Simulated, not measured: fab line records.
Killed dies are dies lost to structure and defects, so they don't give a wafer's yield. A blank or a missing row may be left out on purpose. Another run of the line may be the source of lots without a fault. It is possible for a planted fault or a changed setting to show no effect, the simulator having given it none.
2 desks looking at one fault / flow nandHarc / every desk sees just its own numbers, and what lay behind them comes last

== THE TOOL OWNER'S DESK: lithoTrack-03 ==
The tool's own readings at NHARC_P_GATE_PEB_44 (peb time 85 s): means of the sampled wafers that have a number, for each lot that ran on this tool. Marked OUT: a lot whose mean sits more than 4 standard deviations from the usual mean, which makes it out of limits; the brackets give that distance.
Columns: A = heaterPowerTotalW at NHARC_P_GATE_PEB_44, usual 163.99 W; B = plateTempC at NHARC_P_GATE_PEB_44, usual 118.02 C
lot=L638; first seen here=day 6 06:01; A=164.13; B=117.98
lot=L640; first seen here=day 7 07:04; A=164.01; B=118.15
lot=L647; first seen here=day 10 02:49; A=163.97; B=118.09
lot=L648; first seen here=day 10 09:04; A=180.47 (+61) OUT; B=126.92 (+68) OUT
lot=L649; first seen here=day 10 20:52; A=180.63 (+62) OUT; B=126.81 (+68) OUT
lot=L658; first seen here=day 14 15:13; A=163.98; B=117.91
lot=L659; first seen here=day 15 00:23; A=163.76; B=118.07
This desk's finding: out of limits on L648, L649; first on L648, day 10 09:04 (heaterPowerTotalW at NHARC_P_GATE_PEB_44). L638, L640, L647, L658, L659 stayed within limits.

== METROLOGY DESK ==
What the gauges read, lot by lot, whatever tool the lot ran on: means of the sampled wafers that have a number. Marked OUT: a lot whose mean sits more than 4 standard deviations from the usual mean, which makes it out of limits; the brackets give that distance.
Columns: A = cdNm at NHARC_P_GATE_CD_MEAS_46, usual 720.3 nm
lot=L638; first seen here=day 6 06:06; A=719.3
lot=L640; first seen here=day 7 07:09; A=718.1
lot=L643; first seen here=day 8 10:16; A=721.2
lot=L647; first seen here=day 10 02:54; A=718.3
lot=L648; first seen here=day 10 09:09; A=730.2 (+7.6) OUT
lot=L649; first seen here=day 10 20:57; A=728.8 (+6.6) OUT
lot=L650; first seen here=day 11 16:10; A=722.7
lot=L655; first seen here=day 13 15:41; A=721.6
lot=L657; first seen here=day 14 10:23; A=719.8
lot=L658; first seen here=day 14 15:19; A=719.8
lot=L659; first seen here=day 15 00:29; A=719.3
This desk's finding: out of limits on L648, L649; first on L648, day 10 09:09 (cdNm at NHARC_P_GATE_CD_MEAS_46). L638, L640, L643, L647, L650, L655, L657, L658, L659 stayed within limits.

== BROUGHT TOGETHER ==
At day 10 09:04, on L648, L649, the tool owner's desk was in a position to raise an alarm.
An alarm was possible from the metrology desk at day 10 09:09, on L648, L649.
On lithoTrack-03, each named lot ran NHARC_P_GATE_PEB_44.

== WHAT WAS PUT IN BY THE SIMULATOR ==
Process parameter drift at NHARC_P_GATE_PEB_44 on lithoTrack-03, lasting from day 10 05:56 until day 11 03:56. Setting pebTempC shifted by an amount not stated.
Lots struck among those shown: L648, L649.
Hours from the fault's start to each desk's first reading out of limits: the tool owner's desk, 3; the metrology desk, 3.
